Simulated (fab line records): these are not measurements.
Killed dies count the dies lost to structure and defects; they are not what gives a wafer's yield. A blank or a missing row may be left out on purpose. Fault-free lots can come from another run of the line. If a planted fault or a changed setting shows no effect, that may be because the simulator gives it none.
Matching of chambers | flow n5_finfet | rie_diel-04 running N5_SDB_ETCH_18: 4 sister chambers
The step etches SOC in N2/H2, target depth 100 nm, overetch 20 nm, time 150 s. 4 wafers are shown with their chamber, then 8 later ones without.

== WAFERS, EACH WITH ITS CHAMBER ==
wafer  | chamber | drypump_motor_current_A (A)
L083.4 | 0       | 5.9
L084.2 | 3       | 6.0
L084.6 | 2       | 5.3
L086.2 | 1       | 5.4

== WAFERS WITH NO CHAMBER GIVEN ==
wafer  | drypump_motor_current_A (A)
L086.3 | 5.3
L086.6 | 5.5
L088.1 | 5.9
L088.5 | 5.9
L088.6 | 6.0
L096.4 | 6.0
L096.5 | 5.4
L096.6 | 5.4

== WHICH CHAMBER EACH ONE RAN IN ==
wafer  | from the rows above | in truth
L086.3 | 2                   | 2
L086.6 | 1                   | 1
L088.1 | 0                   | 0
L088.5 | 0                   | 0
L088.6 | 3                   | 3
L096.4 | 3                   | 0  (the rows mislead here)
L096.5 | 1                   | 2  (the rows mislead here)
L096.6 | 1                   | 1
Placed correctly: 6 of 8. Left unplaced by these rows: 0. Wrongly placed: 2.
How it was worked out, from the rows above alone: a wafer's distance from a chamber is the root of the sum, over the readings, of the square of ((its reading less the chamber's mean) divided by the reading's scatter). The wafer belongs to the nearest chamber; if the next one is less than 2 further off, it can't be placed. For every chamber, the mean is computed from those of its wafers that are shown. The scatter: with one shown wafer a chamber, the root of the mean of the squares of how far each hidden wafer lies from its nearest shown one.
